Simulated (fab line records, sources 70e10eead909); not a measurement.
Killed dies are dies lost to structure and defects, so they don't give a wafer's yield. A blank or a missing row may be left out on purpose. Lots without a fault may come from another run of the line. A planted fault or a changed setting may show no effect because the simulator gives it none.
Chamber matching | flow nand_harc | NHARC_A_STAIRCASE_TRIM_20 on rie_diel-11: 4 sister chambers
The step chemistry O2, time 211.2 s. 8 wafers are shown with their chamber, then 8 later ones without.

WAFERS WITH THEIR CHAMBER
wafer  | chamber | showerhead_plenum_p_Torr (Torr) | drypump_motor_current_A (A)
L076.2 | 2       | 3.34                            | 5.6
L077.3 | 3       | 3.41                            | 5.3
L080.1 | 2       | 3.34                            | 5.7
L080.2 | 0       | 3.47                            | 6.1
L079.2 | 1       | 3.62                            | 6.4
L079.5 | 0       | 3.47                            | 6.2
L079.6 | 1       | 3.62                            | 6.4
L089.2 | 3       | 3.40                            | 5.4

WAFERS WITHOUT THEIR CHAMBER
wafer  | showerhead_plenum_p_Torr (Torr) | drypump_motor_current_A (A)
L089.3 | 3.46                            | 6.2
L089.5 | 3.33                            | 5.6
L088.3 | 3.40                            | 5.4
L088.5 | 3.33                            | 5.7
L088.6 | 3.40                            | 5.4
L092.1 | 3.32                            | 5.6
L092.2 | 3.39                            | 5.4
L092.4 | 3.61                            | 6.4

WHICH CHAMBER EACH WENT THROUGH
wafer  | from the rows above | in truth
L089.3 | 0                   | 0
L089.5 | 2                   | 2
L088.3 | 3                   | 3
L088.5 | 2                   | 2
L088.6 | 3                   | 3
L092.1 | 2                   | 2
L092.2 | 3                   | 3
L092.4 | 1                   | 1
Placed correctly: 8 of 8. Can't be placed from these rows: 0. Placed wrongly: 0.
How it was worked out, from the rows above alone: a wafer's distance from a chamber is the root of the sum, over the readings, of the square of ((its reading less the chamber's mean) divided by the reading's scatter). The wafer belongs to the nearest chamber; if the next one is less than 2 further off, it can't be placed. A chamber's mean is the mean of its shown wafers. The scatter: the root of (the sum of the squares of (reading less its chamber's mean) over the shown wafers, divided by (wafers less chambers)).
